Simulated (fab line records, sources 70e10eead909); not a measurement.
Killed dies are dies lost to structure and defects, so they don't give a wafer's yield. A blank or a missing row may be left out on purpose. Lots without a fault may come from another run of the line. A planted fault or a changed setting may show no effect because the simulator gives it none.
fab line records | flow nand_harc
record lots=24 wafers=72 last_day=32
route steps=1302 shown A_M0@1158 A_M1@1182 A_BONDPAD@1215
lots that met no fault: from a run of the same line without faults
start_h: hours from the record's first day to the start of the lot's first wafer shown | wait_h: hours since the lot's step before | " the same as in the row above | L1.1+2: a row that stands for several wafers | - no value, or no start given | * or withheld: withheld | < > ~ a bound
route shown NAME@n: a module of which the file shows steps, and the number in the route of the first | usual: mean/standard deviation of fault-free wafers | same: alike in all rows | chamber/n: place in a boat | sites: the reading at each site | _std_site: their standard deviation | _edge_site: outer sites' mean less inner sites' | radius_mm: how far each site lies from the wafer's centre | mask NAME#n: copy n | behind: the tool/chamber that last shaped the wafer | hold: why the lot was held/for how many hours/how that ended | device: the transistor (n, p or np) that didn't switch | end of line: the same wafers' tests at the end of the route | a step without rows: its recipe alone | killed: dies lost to structure and defects at the first sort, not the wafer's yield | map: a wafer's dies, x killed, . not, _ none there
set.NAME: the setting as run; set.NAME@STEP: as run at that earlier step | model.NAME: the simulator's own value behind a step, which no gauge read
steps of the route over a sample of lots; a table a step, a row a wafer
services: from which hour (start_h, from the record's first day; less than 0 if before it) a tool's chamber was out of use, for how many hours, and why
## steps
# step NHARC_A_M0_PVD_20
# recipe target_thk_a=50 bias_v=168.6 power_w=15000 chamber_pressure_pa=0.12 time_s=8.06 substrate_temp_c=50 material=TaN
# usual throttle_valve_pct=29.9/1
# columns lot.wafer tool chamber start_h wait_h throttle_valve_pct
L075.2 pvd_sputter-02 - - - 29.7
L075.6 " - " " 30.1
L075.5 " - " " 29.9
L074.2 pvd_sputter-01 - - - 30.0
L074.3 " - " " 28.3
L074.4 " - " " 29.1
L076.2 pvd_sputter-01 - - - 28.5
L076.3 " - " " 32.0
L076.6 " - " " 28.8
L079.1 pvd_sputter-03 - - - 30.7
L079.3 " - " " 28.2
L079.6 " - " " 28.3
L077.4 pvd_sputter-01 - - - 29.9
L077.3 " - " " 28.1
L077.2 " - " " 32.1
L078.3 pvd_sputter-02 - - - 29.5
L078.4 " - " " 30.1
L078.6 " - " " 30.4
L081.3 pvd_sputter-03 - - - 30.7
L081.1 " - " " 28.2
L081.5 " - " " 31.0
L080.3 pvd_sputter-03 - - - 28.0
L080.2 " - " " 30.9
L080.5 " - " " 31.0
L082.2 pvd_sputter-02 - - - 29.9
L082.4 " - " " 29.8
L082.5 " - " " 29.6
L083.3 pvd_sputter-01 - - - 28.4
L083.1 " - " " 31.0
L083.4 " - " " 29.4
L084.4 pvd_sputter-01 - - - 28.4
L084.3 " - " " 29.5
L084.1 " - " " 30.7
L085.3 pvd_sputter-02 - - - 30.4
L085.6 " - " " 29.8
L085.5 " - " " 30.1
L087.1 pvd_sputter-01 - - - 29.2
L087.4 " - " " 28.5
L087.6 " - " " 29.4
L086.4 pvd_sputter-03 - - - 30.9
L086.1 " - " " 30.6
L086.6 " - " " 30.7
L088.1 pvd_sputter-02 - - - 31.3
L088.4 " - " " 29.8
L088.6 " - " " 31.1
L089.4 pvd_sputter-03 - - - 30.7
L089.5 " - " " 30.7
L089.6 " - " " 28.3
L090.4 pvd_sputter-03 - - - 28.3
L090.3 " - " " 30.9
L090.5 " - " " 28.1
L092.3 pvd_sputter-03 - - - 30.7
L092.1 " - " " 30.5
L092.5 " - " " 30.8
L091.4 pvd_sputter-02 - - - 31.3
L091.3 " - " " 29.6
L091.5 " - " " 29.5
L093.3 pvd_sputter-01 - - - 29.4
L093.2 " - " " 28.2
L093.6 " - " " 31.0
L095.3 pvd_sputter-03 - - - 28.4
L095.2 " - " " 30.2
L095.5 " - " " 28.3
L094.1 pvd_sputter-01 - - - 29.1
L094.3 " - " " 30.8
L094.4 " - " " 29.3
L096.3 pvd_sputter-02 - - - 30.8
L096.5 " - " " 31.0
L096.6 " - " " 30.9
L097.3 pvd_sputter-03 - - - 30.0
L097.1 " - " " 31.2
L097.4 " - " " 29.7
# step NHARC_A_M1_DESCUM_14
# recipe time_s=3 o2_flow_sccm=200 ar_flow_sccm=0 bias_power_w=0 chemistry=O2
# usual drypump_motor_current_A=5.79/0.3 o2_flow_sccm=200.0/0.61 oes_product_au=0.998/0.012 rf_vpp_V=57.9/0.84 showerhead_plenum_p_Torr=1.91/0.058 throttle_valve_pct=11.311/0.0084
# columns lot.wafer tool chamber start_h wait_h drypump_motor_current_A o2_flow_sccm oes_product_au rf_hours_counter_h rf_vpp_V showerhead_plenum_p_Torr throttle_valve_pct
L075.2 rie_diel-02 0 533.04 0.1 5.62 199.3 1.018 7.4 58.7 1.96 11.298
L075.6 " 1 " " 5.48 200.6 1.006 - 58.7 1.92 11.303
L075.5 " 2 " " 5.53 199.3 1.014 - 57.6 1.95 11.314
L074.4 rie_diel-09 0 540.71 0.1 5.65 199.3 1.013 1.9 57.5 1.83 11.318
L074.3 " 2 " " 5.97 200.9 0.983 2.2 58.0 1.98 11.321
L074.2 " 3 " " 6.30 201.1 0.984 2.2 57.4 1.90 11.320
L076.3 rie_diel-02 1 547.92 0.1 5.51 199.9 0.998 8.1 59.0 1.92 11.318
L076.2 " 2 " " 5.51 200.3 1.005 8.2 58.2 1.95 11.310
L076.6 " 1 " " 5.53 200.0 1.008 - 57.8 1.92 11.318
L079.3 rie_diel-02 2 554.58 0.1 5.52 201.1 0.997 8.5 57.5 1.95 11.313
L079.1 " 3 " " 5.92 199.1 1.000 8.4 57.4 1.87 11.299
L079.6 " 1 " " 5.54 200.1 1.000 - 58.3 1.92 11.317
L077.2 rie_diel-08 0 556.69 0.1 5.60 199.8 1.002 0.1 58.4 1.87 11.320
L077.4 " 2 " " 5.55 199.3 1.005 0.1 58.1 2.04 11.326
L077.3 " 3 " " 6.36 200.1 1.001 0.1 58.0 1.89 11.300
L078.4 rie_diel-09 3 562.25 0.1 6.32 200.6 0.996 4.4 58.9 1.90 11.306
L078.3 " 0 " " 5.64 199.9 1.009 3.7 57.7 1.83 11.308
L078.6 " 3 " " 6.31 199.9 0.989 - 57.4 1.90 11.318
L081.1 rie_diel-02 3 587.44 0.1 5.94 200.6 1.009 0.1 56.6 1.87 11.313
L081.3 " 0 " " 5.63 201.1 0.997 0.1 57.6 1.96 11.310
L081.5 " 2 " " 5.51 200.5 1.000 - 56.5 1.95 11.313
L080.2 rie_diel-08 1 589.24 0.1 5.64 201.1 0.997 1.3 57.1 1.82 11.316
L080.3 " 3 " " 6.38 200.3 0.973 1.4 57.5 1.89 11.310
L080.5 " 1 " " 5.67 199.9 0.983 - 58.3 1.82 11.318
L082.2 rie_diel-02 1 603.76 0.1 5.47 200.3 0.987 1.2 58.4 1.92 11.306
L082.5 " 2 " " 5.55 199.7 1.001 - 58.4 1.95 11.307
L082.4 " 1 " " 5.50 200.1 1.001 - 58.0 1.92 11.305
L083.1 rie_diel-02 0 616.21 0.1 5.63 199.5 1.022 1.5 58.8 1.96 11.300
L083.4 " 1 " " 5.50 200.3 1.008 1.4 57.2 1.92 11.314
L083.3 " 3 " " 5.96 200.8 1.010 0.9 58.4 1.87 11.311
L084.1 rie_diel-02 3 619.66 0.1 5.91 200.1 1.008 1.5 57.5 1.87 11.302
L084.4 " 0 " " 5.61 200.0 1.020 1.9 58.9 1.96 11.304
L084.3 " 1 " " 5.52 200.1 1.012 2.1 59.8 1.92 11.304
L085.3 rie_diel-02 0 630.56 0.1 5.58 199.6 1.005 2.5 59.5 1.96 11.307
L085.6 " 1 " " 5.47 200.5 1.011 - 59.1 1.92 11.304
L085.5 " 2 " " 5.49 199.8 1.005 - 59.3 1.95 11.309
L087.1 rie_diel-08 2 643.84 0.1 5.57 199.7 1.004 2.7 59.2 2.04 11.332
L087.4 " 0 " " 5.60 199.9 1.009 2.4 58.0 1.87 11.318
L087.6 " 2 " " 5.58 199.9 1.003 - 57.7 2.04 11.316
L086.1 rie_diel-08 2 646.59 0.1 5.59 200.2 0.996 3.1 57.5 2.04 11.318
L086.4 " 3 " " 6.36 200.5 0.990 3.0 58.1 1.89 11.302
L086.6 " 1 " " 5.62 199.4 0.988 - 58.0 1.82 11.307
L088.4 rie_diel-08 2 664.31 0.1 5.57 199.2 1.005 3.7 57.9 2.04 11.305
L088.1 " 0 " " 5.61 200.1 1.006 3.5 58.0 1.87 11.309
L088.6 " 2 " " 5.58 199.5 0.996 - 57.7 2.04 11.299
L089.4 rie_diel-08 2 672.99 0.1 5.57 200.6 1.008 3.8 59.0 2.04 11.306
L089.5 " 0 " " 5.59 198.8 1.002 - 56.9 1.87 11.325
L089.6 " 1 " " 5.61 201.0 0.998 - 56.8 1.82 11.323
L090.3 rie_diel-09 2 691.50 0.1 6.00 200.2 0.973 0.3 57.3 1.97 11.315
L090.4 " 3 " " 6.33 199.9 0.988 0.2 57.1 1.90 11.310
L090.5 " 1 " " 6.19 200.7 0.982 - 58.1 1.93 11.292
L092.1 rie_diel-02 1 697.09 0.1 5.50 199.9 1.007 6.9 57.2 1.92 11.330
L092.3 " 2 " " 5.52 199.7 0.995 6.5 56.6 1.95 11.311
L092.5 " 3 " " 5.97 199.8 0.996 - 58.2 1.87 11.315
L091.3 rie_diel-09 2 699.76 0.1 5.98 198.8 0.992 0.5 59.6 1.97 11.303
L091.4 " 3 " " 6.31 200.6 1.010 0.5 57.2 1.90 11.314
L091.5 " 2 " " 5.99 200.1 0.997 - 57.9 1.97 11.308
L093.2 rie_diel-09 1 717.01 0.1 6.19 200.6 0.984 1.6 57.7 1.93 11.304
L093.3 " 2 " " 5.97 199.1 0.986 2.1 58.2 1.97 11.295
L093.6 " 0 " " 5.63 199.9 0.986 - 58.0 1.83 11.320
L095.3 rie_diel-09 2 722.69 0.1 6.00 198.9 0.989 2.8 57.8 1.97 11.309
L095.2 " 1 " " 6.20 199.5 0.977 2.2 57.1 1.93 11.312
L095.5 " 3 " " 6.33 200.4 0.994 - 58.8 1.90 11.307
L094.4 rie_diel-02 0 724.38 0.1 5.64 199.3 1.005 8.2 57.5 1.95 11.318
L094.1 " 1 " " 5.48 199.4 1.018 8.7 57.1 1.92 11.325
L094.3 " 2 " " 5.52 200.5 1.011 8.2 58.7 1.95 11.306
L096.3 rie_diel-09 3 726.76 0.1 6.31 200.6 0.998 3.8 58.3 1.90 11.319
L096.6 " 0 " " 5.60 199.9 0.988 - 56.7 1.82 11.309
L096.5 " 1 " " 6.22 201.1 0.975 - 58.9 1.93 11.296
L097.3 rie_diel-08 0 739.80 0.1 5.62 200.6 0.985 0.1 57.6 1.87 11.308
L097.1 " 1 " " 5.61 199.3 0.984 0.1 58.0 1.82 11.315
L097.4 " 2 " " 5.54 199.8 0.981 0.1 58.4 2.04 11.310
# step NHARC_A_M1_INSPECT_27
# usual raw_defect_count=532/120
# columns lot.wafer tool chamber start_h wait_h raw_defect_count
L075.2 defect_inspect-02 - 535.63 0.0 463
L075.5 " - " " 567
L075.6 " - " " 546
L074.2 defect_inspect-02 - 543.29 0.0 611
L074.3 " - " " 573
L074.4 " - " " 440
L076.2 defect_inspect-01 - 550.49 0.0 691
L076.3 " - " " 452
L076.6 " - " " 510
L079.1 defect_inspect-01 - 557.14 0.0 1039
L079.3 " - " " 730
L079.6 " - " " 891
L077.2 defect_inspect-01 - 559.28 0.0 440
L077.3 " - " " 441
L077.4 " - " " 641
L078.3 defect_inspect-01 - 564.90 0.0 463
L078.4 " - " " 450
L078.6 " - " " 641
L081.1 defect_inspect-02 - 590.32 0.0 517
L081.3 " - " " 512
L081.5 " - " " 686
L080.2 defect_inspect-01 - 591.80 0.0 521
L080.3 " - " " 423
L080.5 " - " " 600
L082.2 defect_inspect-02 - 606.83 0.0 454
L082.4 " - " " 507
L082.5 " - " " 487
L083.1 defect_inspect-01 - 618.82 0.0 434
L083.3 " - " " 442
L083.4 " - " " 597
L084.1 defect_inspect-01 - 622.23 0.0 572
L084.3 " - " " 546
L084.4 " - " " 589
L085.3 defect_inspect-02 - 633.12 0.0 507
L085.5 " - " " 484
L085.6 " - " " 391
L087.1 defect_inspect-02 - 646.45 0.0 502
L087.4 " - " " 411
L087.6 " - " " 418
L086.1 defect_inspect-02 - 649.15 0.0 386
L086.4 " - " " 460
L086.6 " - " " 468
L088.1 defect_inspect-02 - 667.01 0.0 447
L088.4 " - " " 433
L088.6 " - " " 414
L089.4 defect_inspect-02 - 675.56 0.0 527
L089.5 " - " " 485
L089.6 " - " " 430
L090.3 defect_inspect-02 - 694.06 0.0 434
L090.4 " - " " 541
L090.5 " - " " 480
L092.1 defect_inspect-02 - 699.64 0.0 477
L092.3 " - " " 556
L092.5 " - " " 468
L091.3 defect_inspect-02 - 702.33 0.0 638
L091.4 " - " " 587
L091.5 " - " " 653
L093.2 defect_inspect-02 - 719.61 0.0 698
L093.3 " - " " 566
L093.6 " - " " 508
L095.2 defect_inspect-02 - 725.30 0.0 513
L095.3 " - " " 401
L095.5 " - " " 421
L094.1 defect_inspect-02 - 727.03 0.0 513
L094.3 " - " " 477
L094.4 " - " " 423
L096.3 defect_inspect-02 - 729.32 0.0 597
L096.5 " - " " 814
L096.6 " - " " 749
L097.1 defect_inspect-01 - 742.36 0.0 702
L097.3 " - " " 541
L097.4 " - " " 488
# step NHARC_A_M1_PRE_CLEAN_32
# recipe time_s=12 temp_c=370 rf_power_w=300 gas=NH3
# usual heater_power_w=632/84
# columns lot.wafer tool chamber start_h wait_h heater_power_w since_wet_clean_h
L075.2 pecvd-01 0 535.70 0.1 603 31
L075.5 " 0 " " 589 -
L075.6 " 1 " " 819 -
L074.3 pecvd-02 0 543.70 0.4 562 123
L074.2 " 1 " " 719 123
L074.4 " 0 " " 586 -
L076.3 pecvd-02 1 550.57 0.1 730 129
L076.2 " 2 " " 588 129
L076.6 " 2 " " 570 -
L079.3 pecvd-02 1 557.36 0.2 710 136
L079.1 " 0 " " 505 136
L079.6 " 2 " " 615 -
L077.2 pecvd-01 1 559.35 0.1 733 54
L077.3 " 0 " " 624 54
L077.4 " 0 " " 627 -
L078.3 pecvd-02 0 564.99 0.1 600 144
L078.4 " 1 " " 705 -
L078.6 " 0 " " 579 -
L081.1 pecvd-01 0 590.38 0.1 583 85
L081.3 " 2 " " 635 85
L081.5 " 0 " " 568 -
L080.3 pecvd-01 1 591.87 0.1 724 87
L080.2 " 0 " " 548 87
L080.5 " 2 " " 657 -
L082.2 pecvd-02 2 606.93 0.1 568 5
L082.5 " 0 " " 552 -
L082.4 " 1 " " 724 -
L083.3 pecvd-01 0 618.89 0.1 573 114
L083.1 " 2 " " 600 114
L083.4 " 0 " " 591 -
L084.1 pecvd-03 0 622.31 0.1 532 61
L084.3 " 1 " " 582 61
L084.4 " 0 " " 524 -
L085.3 pecvd-03 2 633.20 0.1 668 72
L085.6 " 1 " " 522 -
L085.5 " 0 " " 538 -
L087.1 pecvd-02 2 646.53 0.1 550 44
L087.4 " 1 " " 770 -
L087.6 " 2 " " 554 -
L086.1 pecvd-01 2 649.23 0.1 620 144
L086.4 " 2 " " 616 -
L086.6 " 0 " " 586 -
L088.1 pecvd-02 2 667.09 0.1 592 65
L088.4 " 2 " " 589 -
L088.6 " 0 " " 575 -
L089.4 pecvd-02 1 675.66 0.1 799 -
L089.6 " 2 " " 597 -
L089.5 " 0 " " 544 -
L090.3 pecvd-02 0 694.12 0.1 544 92
L090.4 " 0 " " 533 -
L090.5 " 1 " " 726 -
L092.3 pecvd-02 0 699.71 0.1 487 98
L092.1 " 2 " " 581 98
L092.5 " 1 " " 667 -
L091.3 pecvd-01 0 702.42 0.1 582 16
L091.5 " 1 " " 735 -
L091.4 " 2 " " 693 -
L093.3 pecvd-03 1 719.83 0.2 620 159
L093.2 " 2 " " 690 159
L093.6 " 1 " " 618 -
L095.2 pecvd-01 1 725.37 0.1 685 39
L095.3 " 2 " " 679 39
L095.5 " 1 " " 657 -
L094.1 pecvd-03 0 727.09 0.1 530 166
L094.3 " 1 " " 617 166
L094.4 " 1 " " 605 -
L096.3 pecvd-01 0 729.51 0.2 556 43
L096.6 " 2 " " 608 -
L096.5 " 1 " " 790 -
L097.3 pecvd-03 0 742.50 0.1 536 0
L097.1 " 1 " " 536 0
L097.4 " 0 " " 543 -
# step NHARC_A_BONDPAD_CD_MEAS_09
# recipe target_cd_nm=500 landing_energy_ev=500
# usual cd_nm=499.3/2.4
# columns lot.wafer tool chamber start_h wait_h cd_nm
L075.2 cd_sem-03 0 537.56 - 500.2
L075.5 " 0 " " 500.6
L075.6 " 0 " " 500.6
L074.2 cd_sem-01 0 545.55 - 501.0
L074.3 " 0 " " 502.7
L074.4 " 0 " " 501.8
L076.2 cd_sem-01 0 552.41 - 501.0
L076.3 " 0 " " 503.5
L076.6 " 0 " " 501.8
L079.1 cd_sem-02 0 559.22 - 494.7
L079.3 " 0 " " 497.7
L079.6 " 0 " " 497.3
L077.2 cd_sem-03 0 561.20 - 498.0
L077.3 " 0 " " 497.1
L077.4 " 0 " " 495.8
L078.3 cd_sem-03 0 566.83 - 499.5
L078.4 " 0 " " 498.3
L078.6 " 0 " " 493.1
L081.1 cd_sem-01 0 592.11 - 498.5
L081.3 " 0 " " 496.2
L081.5 " 0 " " 500.4
L080.2 cd_sem-01 0 593.73 - 497.2
L080.3 " 0 " " 500.1
L080.5 " 0 " " 500.4
L082.2 cd_sem-01 0 608.64 - 502.9
L082.4 " 0 " " 501.3
L082.5 " 0 " " 499.7
L083.1 cd_sem-02 0 620.62 - 500.3
L083.3 " 0 " " 501.0
L083.4 " 0 " " 501.7
L084.1 cd_sem-03 0 624.04 - 497.7
L084.3 " 0 " " 497.3
L084.4 " 0 " " 499.0
L085.3 cd_sem-03 0 635.05 - 498.4
L085.5 " 0 " " 497.6
L085.6 " 0 " " 499.8
L087.1 cd_sem-03 0 648.37 - 501.2
L087.4 " 0 " " 498.0
L087.6 " 0 " " 496.0
L086.1 cd_sem-02 0 651.07 - 500.8
L086.4 " 0 " " 495.9
L086.6 " 0 " " 497.1
L088.1 cd_sem-03 0 668.96 - 493.1
L088.4 " 0 " " 494.6
L088.6 " 0 " " 497.7
L089.4 cd_sem-01 0 677.48 - 502.7
L089.5 " 0 " " 503.7
L089.6 " 0 " " 501.1
L090.3 cd_sem-01 0 696.02 - 498.7
L090.4 " 0 " " 499.9
L090.5 " 0 " " 495.4
L092.1 cd_sem-02 0 701.44 - 501.6
L092.3 " 0 " " 498.3
L092.5 " 0 " " 499.9
L091.3 cd_sem-01 0 704.25 - 498.8
L091.4 " 0 " " 500.0
L091.5 " 0 " " 500.5
L093.2 cd_sem-03 0 721.55 - 501.2
L093.3 " 0 " " 500.8
L093.6 " 0 " " 498.8
L095.2 cd_sem-01 0 727.09 - 503.0
L095.3 " 0 " " 502.5
L095.5 " 0 " " 498.8
L094.1 cd_sem-02 0 728.94 - 501.4
L094.3 " 0 " " 497.7
L094.4 " 0 " " 500.5
L096.3 cd_sem-01 0 731.38 - 504.4
L096.5 " 0 " " 499.7
L096.6 " 0 " " 501.7
L097.1 cd_sem-02 0 744.21 - 501.6
L097.3 " 0 " " 498.1
L097.4 " 0 " " 499.1
# step NHARC_A_BONDPAD_PRE_CLEAN_26
# recipe time_s=30 temp_c=280 gas=H2/He
# usual heater_power_w=441/43
# columns lot.wafer tool chamber start_h wait_h heater_power_w
L075.2 pvd_sputter-01 - - - 471
L075.5 " - " " 404
L075.6 " - " " 420
L074.2 pvd_sputter-02 - - - 521
L074.4 " - " " 460
L074.3 " - " " 365
L076.2 pvd_sputter-03 - - - 459
L076.3 " - " " 377
L076.6 " - " " 468
L079.3 pvd_sputter-01 - - - 415
L079.1 " - " " 467
L079.6 " - " " 418
L077.2 pvd_sputter-03 - - - 371
L077.3 " - " " 449
L077.4 " - " " 468
L078.4 pvd_sputter-01 - - - 412
L078.3 " - " " 473
L078.6 " - " " 418
L081.3 pvd_sputter-01 - - - 451
L081.1 " - " " 459
L081.5 " - " " 438
L080.2 pvd_sputter-03 - - - 464
L080.3 " - " " 378
L080.5 " - " " 453
L082.4 pvd_sputter-02 - - - 454
L082.2 " - " " 526
L082.5 " - " " 459
L083.1 pvd_sputter-01 - - - 406
L083.4 " - " " 439
L083.3 " - " " 494
L084.1 pvd_sputter-03 - - - 385
L084.4 " - " " 459
L084.3 " - " " 440
L085.3 pvd_sputter-02 - - - 459
L085.6 " - " " 531
L085.5 " - " " 465
L087.4 pvd_sputter-02 - 649.64 0.1 506
L087.1 " - " " 422
L087.6 " - " " 375
L086.1 pvd_sputter-01 - - - 446
L086.4 " - " " 483
L086.6 " - " " 448
L088.4 pvd_sputter-02 - - - 524
L088.1 " - " " 452
L088.6 " - " " 430
L089.4 pvd_sputter-02 - - - 513
L089.5 " - " " 369
L089.6 " - " " 502
L090.4 pvd_sputter-03 - - - 451
L090.3 " - " " 382
L090.5 " - " " 461
L092.3 pvd_sputter-02 - - - 431
L092.1 " - " " 460
L092.5 " - " " 429
L091.4 pvd_sputter-02 - - - 422
L091.3 " - " " 506
L091.5 " - " " 362
L093.3 pvd_sputter-03 - - - 461
L093.2 " - " " 464
L093.6 " - " " 458
L095.2 pvd_sputter-02 - - - 456
L095.3 " - " " 368
L095.5 " - " " 428
L094.3 pvd_sputter-03 - - - 451
L094.4 " - " " 451
L094.1 " - " " 480
L096.3 pvd_sputter-03 - - - 469
L096.6 " - " " 464
L096.5 " - " " 468
L097.4 pvd_sputter-02 - - - 462
L097.3 " - " " 425
L097.1 " - " " 377
## services
# columns tool chamber start_h hours kind
pvd_sputter-03 - 526.00 10.0 pm
rie_diel-02 0 537.66 8.0 repair
rie_diel-08 - 544.80 9.0 pm
rie_diel-02 - 545.84 0.3 repair
pecvd-02 - 552.46 1.6 repair
pecvd-01 - 567.02 2.1 repair
rie_diel-02 - 570.77 9.0 pm
pvd_sputter-03 - 575.24 1.9 repair
pvd_sputter-01 - 582.07 10.0 pm
pecvd-02 - 589.16 13.0 pm
rie_diel-02 3 600.48 3.7 repair
pvd_sputter-02 - 638.00 10.0 pm
rie_diel-08 2 648.22 4.6 repair
rie_diel-08 1 665.19 1.2 repair
rie_diel-09 0 670.44 4.8 repair
rie_diel-02 - 671.29 1.4 repair
pecvd-01 - 673.23 13.0 pm
rie_diel-09 - 674.10 9.0 pm
pecvd-02 - 678.26 0.8 repair
pvd_sputter-01 - 685.65 8.8 repair
pvd_sputter-03 - 704.00 10.0 pm
pecvd-02 - 714.12 2.3 repair
pvd_sputter-02 - 720.28 1.0 repair
rie_diel-08 - 721.80 9.0 pm
## key
fault none
